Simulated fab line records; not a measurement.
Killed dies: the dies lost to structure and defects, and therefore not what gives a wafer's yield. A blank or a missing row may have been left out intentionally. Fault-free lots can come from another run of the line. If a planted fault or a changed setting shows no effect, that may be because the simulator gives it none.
Split-lot study | flow n5_finfet | on a route of 1938 steps: 7 lots, 21 wafers read

## THE SPLIT
At N5_BEOL_M14_EXPOSE_25 (exposes mask M14, target cd 280 nm), the setting dose_mj was moved away from the recipe's 26.6 on 4 of the 21 wafers read, by -5.8% to +7.5%. All remaining wafers had this setting at the recipe value.

## FROM THE SPLIT TO THE READING: what the file shows between them, 3 steps
- N5_BEOL_M14_PEB_26: peb time 90 s
- N5_BEOL_M14_DEVELOP_27: develop time 45 s
- N5_BEOL_M14_HARDBAKE_32: time 120 s

## THE READING
cd_nm, in nm, at N5_BEOL_M14_CD_MEAS_28 (target cd 284.4 nm). Fault-free wafers of this fab line usually give 284.4 nm, standard deviation 1.6 nm.

wafer  | tool, chamber at the split | dose_mj as run | against the recipe | cd_nm, nm | against lot-mates on the recipe
L078.2 | krf_scanner-01, 0          | 26.6           | recipe             | 283.9     | -
L078.3 | krf_scanner-01, 0          | 26.6           | recipe             | 283.8     | -
L078.5 | krf_scanner-01, 0          | 26.6           | recipe             | 284.6     | -
L081.1 | krf_scanner-01, 0          | 26.6           | recipe             | 281.6     | -
L081.2 | krf_scanner-01, 0          | 25.84          | -2.9%              | 277.5     | -5.6
L081.4 | krf_scanner-01, 0          | 26.6           | recipe             | 284.6     | -
L084.1 | krf_scanner-02, 0          | 26.6           | recipe             | 282.3     | -
L084.3 | krf_scanner-02, 0          | 26.6           | recipe             | 283.9     | -
L084.6 | krf_scanner-02, 0          | 26.6           | recipe             | 286.2     | -
L090.1 | krf_scanner-02, 0          | 25.05          | -5.8%              | 274.3     | -10.2
L090.3 | krf_scanner-02, 0          | 25.05          | -5.8%              | 274.7     | -9.8
L090.5 | krf_scanner-02, 0          | 26.6           | recipe             | 284.5     | -
L087.1 | krf_scanner-02, 0          | 26.6           | recipe             | 286.9     | -
L087.3 | krf_scanner-02, 0          | 26.6           | recipe             | 286.0     | -
L087.4 | krf_scanner-02, 0          | 26.6           | recipe             | 284.9     | -
L089.1 | krf_scanner-02, 0          | 26.6           | recipe             | 286.2     | -
L089.2 | krf_scanner-02, 0          | 26.6           | recipe             | 285.9     | -
L089.3 | krf_scanner-02, 0          | 26.6           | recipe             | 284.2     | -
L094.3 | krf_scanner-01, 0          | 28.59          | +7.5%              | 296.0     | +13.2
L094.5 | krf_scanner-01, 0          | 26.6           | recipe             | 283.7     | -
L094.6 | krf_scanner-01, 0          | 26.6           | recipe             | 281.9     | -

FIT RESULTS
A straight line over all 21 wafers: cd_nm changes by +1.67 nm for each +1% of dose_mj; r = +0.95; the points scatter about the line by 1.5 nm.
The same after taking each lot's own level away (the mean of its wafers on the recipe; 21 wafers): +1.75 nm for each +1%; r = +0.98; scatter 1 nm.
The reading moves by 13 nm for the largest change in dose_mj, on that fit.
From 282.80 to 285.93 nm: that is the span of the lots' own levels, equal to 2.0 times the standard deviation above.
The two slopes agree, so the slope changes little with the lot-to-lot level.
Check: for one of the wafers moved furthest among these (+7.5%), held out of the fit, the line's prediction against its lot-mates is +13 nm. It came out at +13.2 nm against them.

## THE OTHER SPLITS THESE WAFERS WENT THROUGH
These wafers also went through other splits before the reading. Each is held against what the fit with the lots' levels taken away leaves over:
other split on the same wafers | wafers away from the commonest value | r with cd_nm (lot level and that fit taken away)
N5_BEOL_M11_CURE_72 time_s     | 5                                    | -0.04
N5_BEOL_M13_EXPOSE_25 dose_mj  | 6                                    | -0.12
N5_BEOL_M13_ETCH_68 time_s     | 7                                    | +0.27

## THE WHOLE CHAIN: every reading that the file lists as answering this split, in the file's order
step                   | what it does             | reading                                                         | change (the file's fit)              | r (the file's)
N5_BEOL_M14_CD_MEAS_28 | target cd 284.4 nm       | cd_nm                                                           | +1.77 nm for each +1% of the setting | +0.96
N5_BEOL_M14_DESCUM_33  | chemistry O2, time 7.9 s | BEOL_M14.cd_nm (the simulator's own value, which no gauge read) | +1.75 nm for each +1% of the setting | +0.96

## THE FILE'S OWN FIT
cd_nm changes by +1.77 nm for each +1% of dose_mj, r = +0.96.
